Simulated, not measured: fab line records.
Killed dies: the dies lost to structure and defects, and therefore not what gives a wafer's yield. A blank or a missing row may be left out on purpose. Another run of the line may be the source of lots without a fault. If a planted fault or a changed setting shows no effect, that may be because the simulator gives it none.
fab line records    flow n5_finfet
[record] lots = 13  wafers = 37  last_day = 20
route steps=1938 shown BEOL_M3@1000 BEOL_M4@1021
lots with no fault: from the same line, run without faults
start_h: start of the lot's first displayed wafer, in hours after the record's first day    wait_h: how many hours have passed since the lot's step before this one    " as in the row above    L1.1+2: one row covering several wafers at once    - value missing, or start not given    * or withheld: withheld    < > ~ a bound
route shown NAME@n: NAME is a module with steps in the file, n the number in the route of the first one    usual: the fault-free wafers' mean and standard deviation    same: alike in all rows    chamber/n: place in a boat    sites: per-site readings    _std_site: standard deviation across them    _edge_site: the outer-site mean with the inner-site mean subtracted    radius_mm: for every site, how far away it sits from the centre of the wafer    mask NAME#n: copy n    behind: the tool/chamber that last shaped the wafer    hold: the reason the lot was held/the length of the hold in hours/how it ended    device: names the non-switching transistor (n, p or np)    end of line: tests of these same wafers at the route's end    a step without rows: its recipe alone    killed: the dies lost at the first sort to structure and to defects; this is not the yield of the wafer    map: shows each die of a wafer: x if killed, . if not, _ if none is there
set.NAME: the setting the step ran with; set.NAME@STEP: the setting that earlier step ran with    model.NAME: the simulator's own value behind a step, which no gauge read
a sample of lots followed through the steps of the route, with each step as a table and each wafer as a row
services: the hour from which a tool's chamber was out of use, counted from the record's first day as start_h (under 0 if before that day), plus the number of hours and why
[[steps]]
[step N5_BEOL_M3_SPUTTER_86]
[recipe] material = Cu  target_thk_a = 45  temp_c = -20  chamber_pressure_pa = 0.07  power_w = withheld  time_s = 8.29
[usual] throttle_valve_pct = 29.6/0.87
lot.wafer  tool            chamber  start_h  wait_h  throttle_valve_pct
L594.2     pvd_sputter-02  -        164.95   0.1     30.6
L594.3     "               -        "        "       29.4
L594.5     "               -        "        "       30.4
L597.1     pvd_sputter-01  -        196.11   0.1     28.5
L597.4     "               -        "        "       28.8
L597.5     "               -        "        "       30.3
L598.1     pvd_sputter-03  -        196.36   0.1     28.9
L598.3     "               -        "        "       28.5
L598.6     "               -        "        "       29.2
L602.2     pvd_sputter-01  -        224.93   0.1     28.9
L602.3     "               -        "        "       30.7
L608.1     pvd_sputter-01  -        255.91   0.1     30.7
L608.2     "               -        "        "       28.5
L608.6     "               -        "        "       28.6
L607.1     pvd_sputter-01  -        265.82   0.1     28.8
L607.2     "               -        "        "       30.9
L607.4     "               -        "        "       30.8
L610.1     pvd_sputter-01  -        294.29   0.1     30.4
L610.3     "               -        "        "       30.6
L610.5     "               -        "        "       30.5
L613.3     pvd_sputter-02  -        304.52   0.1     30.5
L613.6     "               -        "        "       28.8
L612.1     pvd_sputter-02  -        306.36   0.1     29.7
L612.3     "               -        "        "       29.0
L612.5     "               -        "        "       29.6
L614.4     pvd_sputter-01  -        319.36   0.1     30.5
L614.5     "               -        "        "       28.7
L614.6     "               -        "        "       30.7
L616.2     pvd_sputter-02  -        319.99   0.1     30.2
L616.3     "               -        "        "       29.4
L616.4     "               -        "        "       29.0
L615.2     pvd_sputter-01  -        324.26   0.1     30.5
L615.4     "               -        "        "       28.5
L615.5     "               -        "        "       29.1
L617.1     pvd_sputter-02  -        324.54   0.1     28.7
L617.4     "               -        "        "       28.8
L617.6     "               -        "        "       29.3
[step N5_BEOL_M3_ANNEAL_91]
[recipe] temp_c = 400  time_s = 240  ambient = vacuum
[usual] heater_power_w = 819/63
lot.wafer  tool            chamber  start_h  wait_h  heater_power_w
L594.2     pvd_sputter-02  -        165.47   0.0     865
L594.3     "               -        "        "       751
L594.5     "               -        "        "       875
L597.1     pvd_sputter-01  -        196.63   0.0     754
L597.4     "               -        "        "       924
L597.5     "               -        "        "       865
L598.1     pvd_sputter-03  -        196.88   0.0     840
L598.3     "               -        "        "       840
L598.6     "               -        "        "       812
L602.2     pvd_sputter-01  -        225.45   0.0     933
L602.3     "               -        "        "       861
L608.1     pvd_sputter-01  -        256.43   0.0     875
L608.2     "               -        "        "       760
L608.6     "               -        "        "       758
L607.1     pvd_sputter-01  -        266.34   0.0     905
L607.2     "               -        "        "       868
L607.4     "               -        "        "       857
L610.1     pvd_sputter-01  -        294.81   0.0     865
L610.3     "               -        "        "       855
L610.5     "               -        "        "       853
L613.3     pvd_sputter-02  -        305.04   0.0     858
L613.6     "               -        "        "       784
L612.1     pvd_sputter-02  -        306.88   0.0     733
L612.3     "               -        "        "       801
L612.5     "               -        "        "       714
L614.4     pvd_sputter-01  -        319.88   0.0     848
L614.5     "               -        "        "       913
L614.6     "               -        "        "       868
L616.2     pvd_sputter-02  -        320.58   0.0     874
L616.3     "               -        "        "       756
L616.4     "               -        "        "       799
L615.2     pvd_sputter-01  -        324.78   0.0     858
L615.4     "               -        "        "       756
L615.5     "               -        "        "       910
L617.1     pvd_sputter-02  -        325.06   0.0     779
L617.4     "               -        "        "       781
L617.6     "               -        "        "       779
[step N5_BEOL_M3_ANNEAL_95]
[recipe] temp_c = 400  time_s = 240  ambient = vacuum
[usual] heater_power_w = 818/64
lot.wafer  tool            chamber  start_h  wait_h  heater_power_w
L594.2     pvd_sputter-02  -        165.91   0.0     868
L594.3     "               -        "        "       762
L594.5     "               -        "        "       878
L597.1     pvd_sputter-01  -        197.07   0.0     752
L597.4     "               -        "        "       917
L597.5     "               -        "        "       880
L598.1     pvd_sputter-03  -        197.32   0.0     799
L598.3     "               -        "        "       837
L598.6     "               -        "        "       788
L602.2     pvd_sputter-01  -        225.89   0.0     940
L602.3     "               -        "        "       866
L608.1     pvd_sputter-01  -        256.87   0.0     857
L608.2     "               -        "        "       746
L608.6     "               -        "        "       756
L607.1     pvd_sputter-01  -        266.78   0.0     907
L607.2     "               -        "        "       864
L607.4     "               -        "        "       856
L610.1     pvd_sputter-01  -        295.25   0.0     843
L610.3     "               -        "        "       857
L610.5     "               -        "        "       843
L613.3     pvd_sputter-02  -        305.48   0.0     876
L613.6     "               -        "        "       796
L612.1     pvd_sputter-02  -        307.32   0.0     717
L612.3     "               -        "        "       786
L612.5     "               -        "        "       727
L614.4     pvd_sputter-01  -        320.32   0.0     852
L614.5     "               -        "        "       921
L614.6     "               -        "        "       830
L616.2     pvd_sputter-02  -        321.07   0.0     866
L616.3     "               -        "        "       773
L616.4     "               -        "        "       808
L615.2     pvd_sputter-01  -        325.22   0.0     883
L615.4     "               -        "        "       742
L615.5     "               -        "        "       909
L617.1     pvd_sputter-02  -        325.50   0.0     794
L617.4     "               -        "        "       808
L617.6     "               -        "        "       765
[step N5_BEOL_M4_ILD_DEP_00]
[recipe] material = SiOC  target_thk_a = 790  temp_c = 350  precursor = DEMS/O2  pressure_torr = 5  rf_w = 500  time_s = 15.3
[usual] heater_power_w = 586/100  showerhead_plenum_p_Torr = 5.698/0.019  throttle_valve_pct = 12.2/1
lot.wafer  tool      chamber  start_h  wait_h  heater_power_w  showerhead_plenum_p_Torr  throttle_valve_pct
L594.2     pecvd-03  0        167.22   0.0     637             5.719                     13.6
L594.3     "         1        "        "       451             5.694                     11.4
L594.5     "         0        "        "       646             5.697                     13.8
L597.1     pecvd-03  1        198.32   0.0     535             5.717                     11.3
L597.4     "         0        "        "       641             5.710                     13.6
L597.5     "         2        "        "       662             5.677                     11.6
L598.1     pecvd-02  0        198.87   0.0     655             5.726                     12.1
L598.3     "         1        "        "       598             5.699                     12.4
L598.6     "         0        "        "       660             5.700                     12.1
L602.2     pecvd-03  0        227.17   0.0     633             5.719                     13.8
L602.3     "         0        "        "       631             5.712                     14.0
L608.1     pecvd-04  0        258.17   0.0     485             5.715                     12.3
L608.2     "         1        "        "       467             5.705                     14.5
L608.6     "         2        "        "       466             5.667                     11.5
L607.1     pecvd-02  2        268.03   0.0     565             5.710                     10.7
L607.2     "         0        "        "       557             5.717                     11.9
L607.4     "         1        "        "       514             5.678                     12.5
L610.1     pecvd-03  0        296.50   0.0     629             5.718                     13.9
L610.3     "         1        "        "       509             5.702                     11.2
L610.5     "         1        "        "       524             5.708                     11.7
L613.3     pecvd-02  0        306.73   0.0     678             5.713                     12.1
L613.6     "         0        "        "       663             5.703                     12.3
L612.1     pecvd-03  1        308.57   0.0     507             5.702                     11.5
L612.3     "         2        "        "       759             5.677                     11.9
L612.5     "         1        "        "       510             5.699                     11.2
L614.4     pecvd-03  2        321.62   0.1     675             5.687                     12.0
L614.5     "         1        "        "       463             5.718                     11.5
L614.6     "         2        "        "       673             5.685                     11.9
L616.2     pecvd-03  2        322.39   0.0     751             5.667                     11.9
L616.3     "         2        "        "       763             5.696                     12.0
L616.4     "         1        "        "       512             5.697                     11.2
L615.2     pecvd-03  2        326.55   0.0     768             5.697                     11.9
L615.4     "         1        "        "       470             5.716                     11.2
L615.5     "         1        "        "       484             5.709                     11.5
L617.1     pecvd-03  2        326.80   0.0     611             5.665                     12.0
L617.4     "         1        "        "       516             5.703                     11.5
L617.6     "         1        "        "       527             5.704                     11.2
[step N5_BEOL_M4_THK_MEAS_01]
[recipe] reads = SiOC_of_BEOL_M4_ILD_DEP_00
[usual] M4_ILD_THK = 79.0/1.2
lot.wafer  tool           chamber  start_h  wait_h  M4_ILD_THK[nm]
L594.2     film_metro-01  -        167.29   0.1     80.0
L594.3     "              -        "        "       77.6
L594.5     "              -        "        "       81.1
L597.1     film_metro-02  -        198.39   0.0     76.3
L597.4     "              -        "        "       80.4
L597.5     "              -        "        "       79.6
L598.1     film_metro-02  -        198.94   0.0     77.4
L598.3     "              -        "        "       76.6
L598.6     "              -        "        "       78.7
L602.2     film_metro-01  -        227.26   0.1     53.9
L602.3     "              -        "        "       79.6
L608.1     film_metro-02  -        258.23   0.0     78.7
L608.2     "              -        "        "       78.2
L608.6     "              -        "        "       80.2
L607.1     film_metro-02  -        268.10   0.0     79.2
L607.2     "              -        "        "       80.8
L607.4     "              -        "        "       80.0
L610.1     film_metro-02  -        296.57   0.0     78.1
L610.3     "              -        "        "       78.2
L610.5     "              -        "        "       79.2
L613.3     film_metro-02  -        306.80   0.1     79.5
L613.6     "              -        "        "       80.9
L612.1     film_metro-01  -        308.66   0.1     77.2
L612.3     "              -        "        "       78.3
L612.5     "              -        "        "       78.6
L614.4     film_metro-02  -        321.69   0.1     79.4
L614.5     "              -        "        "       78.9
L614.6     "              -        "        "       78.7
L616.2     film_metro-02  -        322.48   0.1     78.1
L616.3     "              -        "        "       79.1
L616.4     "              -        "        "       79.4
L615.2     film_metro-02  -        326.63   0.1     78.3
L615.4     "              -        "        "       78.8
L615.5     "              -        "        "       78.7
L617.1     film_metro-02  -        326.88   0.1     77.2
L617.4     "              -        "        "       79.1
L617.6     "              -        "        "       78.1
[step N5_BEOL_M4_RC_MEAS_101]
[usual] DIBL_N = 36.5/2.1  DIBL_P = 36.6/2.6  IOFF_N = 0.17/0.044  IOFF_P = 0.21/0.048  ION_N = 674/17  ION_P = 462/9.5  SS_N = 71.6/0.77  SS_P = 73.5/0.72  VT_N = 250/4.2  VT_P = -250/3.9
lot.wafer  tool       chamber  start_h  wait_h  DIBL_N[mV/V]  DIBL_P[mV/V]  IOFF_N[nA/um]  IOFF_P[nA/um]  ION_N[uA/um]  ION_P[uA/um]  SS_N[mV/dec]  SS_P[mV/dec]  VT_N[mV]  VT_P[mV]
L594.2     prober-02  0        194.37   0.2     36.8          36.2          0.19           0.25           686           468           71.4          74.0          246       -245
L594.3     "          0        "        "       34.5          33.7          0.15           0.22           673           466           71.3          73.4          252       -247
L594.5     "          0        "        "       35.9          34.8          0.18           0.22           683           469           71.5          73.4          245       -249
L598.1     prober-01  0        222.07   0.0     41.7          40.4          0.31           0.35           707           476           73.8          74.9          241       -242
L598.3     "          0        "        "       34.2          32.3          0.13           0.19           678           467           70.7          72.7          251       -250
L598.6     "          0        "        "       40.5          40.5          0.29           0.34           703           475           72.2          74.8          241       -243
L597.1     prober-02  0        227.58   0.0     37.2          37.7          0.14           0.20           667           462           71.1          73.0          253       -253
L597.4     "          0        "        "       40.6          42.3          0.24           0.28           706           478           72.4          74.4          241       -245
L597.5     "          0        "        "       39.5          40.8          0.20           0.25           685           465           72.2          74.3          248       -247
L602.3     prober-02  0        250.86   0.3     34.4          34.2          0.13           0.17           670           462           70.6          73.3          252       -253
L608.1     prober-02  0        277.93   0.0     34.3          33.9          0.12           0.15           659           451           71.0          73.1          258       -258
L608.2     "          0        "        "       36.0          37.2          0.16           0.21           688           466           71.6          73.3          249       -253
L608.6     "          0        "        "       36.1          37.2          0.15           0.21           662           455           71.7          74.1          251       -253
L607.1     prober-01  0        288.22   0.0     38.7          38.6          0.21           0.25           703           473           71.7          74.1          243       -249
L607.2     "          0        "        "       38.1          38.9          0.21           0.25           696           480           71.5          73.7          244       -248
L607.4     "          0        "        "       36.4          36.6          0.16           0.21           677           455           70.9          73.3          248       -250
L613.3     prober-01  0        317.52   0.3     36.3          36.1          0.14           0.17           664           456           72.5          73.6          254       -256
L613.6     "          0        "        "       35.6          35.6          0.12           0.15           648           443           71.6          73.0          254       -259
L610.1     prober-01  0        320.73   0.6     35.4          36.2          0.16           0.21           656           459           71.1          74.2          251       -250
L610.3     "          0        "        "       36.4          38.3          0.19           0.23           682           465           71.7          74.2          247       -251
L610.5     "          0        "        "       34.7          35.6          0.14           0.19           649           455           71.7          73.3          253       -250
L612.1     prober-01  0        323.65   0.0     36.8          35.2          0.14           0.17           642           446           71.7          73.2          255       -254
L612.3     "          0        "        "       39.7          40.8          0.23           0.27           699           477           72.2          73.9          247       -245
L612.5     "          0        "        "       41.3          41.4          0.27           0.28           686           459           73.6          74.2          246       -251
L614.4     prober-01  0        331.73   0.5     37.5          38.9          0.19           0.24           684           467           71.8          73.3          248       -251
L614.5     "          0        "        "       36.8          37.7          0.17           0.23           680           472           72.5          73.1          249       -248
L614.6     "          0        "        "       38.7          40.5          0.22           0.26           683           461           72.5          73.6          247       -246
L616.2     prober-02  0        339.48   0.2     34.4          33.6          0.13           0.17           667           457           70.5          72.3          250       -251
L616.3     "          0        "        "       36.6          36.6          0.17           0.22           691           472           71.7          73.8          249       -248
L616.4     "          0        "        "       37.4          37.9          0.18           0.24           679           468           71.6          73.5          250       -246
L615.2     prober-02  0        346.14   0.2     36.3          37.5          0.18           0.28           697           485           72.9          73.5          248       -246
L615.4     "          0        "        "       37.3          39.0          0.22           0.31           695           473           72.6          73.7          246       -241
L615.5     "          0        "        "       34.7          33.1          0.14           0.19           648           451           72.8          72.3          257       -251
L617.1     prober-01  0        349.42   0.0     34.9          36.2          0.12           0.17           664           459           71.3          73.3          257       -256
L617.4     "          0        "        "       37.3          38.6          0.16           0.21           671           469           71.8          74.0          252       -251
L617.6     "          0        "        "       35.3          35.4          0.13           0.16           666           453           71.5          72.8          255       -258
[[services]]
tool            chamber  start_h  hours  kind
pvd_sputter-01  -        155.50   4.5    repair
pecvd-04        -        162.72   5.5    pm
pecvd-04        0        180.19   2.1    scheduled_down
pecvd-02        -        189.15   0.8    pm
pecvd-02        2        202.38   -      clean
pecvd-02        2        202.38   -      consumable_replace:showerhead
pecvd-02        2        202.38   29.0   scheduled_down
pecvd-02        2        202.38   29.0   vent_cycle
pecvd-02        1        206.22   2.9    repair
pvd_sputter-01  -        219.23   4.0    repair
pecvd-03        1        226.92   4.8    repair
pecvd-04        2        238.72   5.5    scheduled_down
pecvd-04        1        247.44   2.1    scheduled_down
pecvd-03        -        255.03   14.6   pm
pecvd-02        -        270.32   28.1   pm
pecvd-03        0        280.98   5.5    scheduled_down
pecvd-03        0        307.10   28.4   repair
pecvd-02        1        319.53   5.5    scheduled_down
[[key]]
[first_sign] step = N5_BEOL_M4_THK_MEAS_01  reading = M4_ILD_THK  direction = down  sigmas = 21  usual = 79.0  struck = 53.9
effect none on later readings
met_at N5_BEOL_M4_ILD_DEP_00
struck_lots L602
struck_wafers L602.2
later_rows_left_out L602.2
sort_left_out L602.2
not_acting_at N5_BEOL_M3_SPUTTER_86,N5_BEOL_M3_ANNEAL_91,N5_BEOL_M3_ANNEAL_95
onset_between 198.32 227.17
[fault] kind = process_parameter_drift  tool = pecvd-03  chamber = -  onset_h = 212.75  steps = N5_BEOL_M4_ILD_DEP_00  channel = target_thk_a  offset = *  shape = step  end_h = 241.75  scope = struck_wafers_only  acts_in = *  stated = *
// sort_left_out: the simulated sort isn't trusted on such a fault, so these wafers' sort isn't shown, and their yield isn't known
// later_rows_left_out: the simulator's readings of these wafers behind a module that went badly wrong aren't trusted and aren't shown, but for the sort
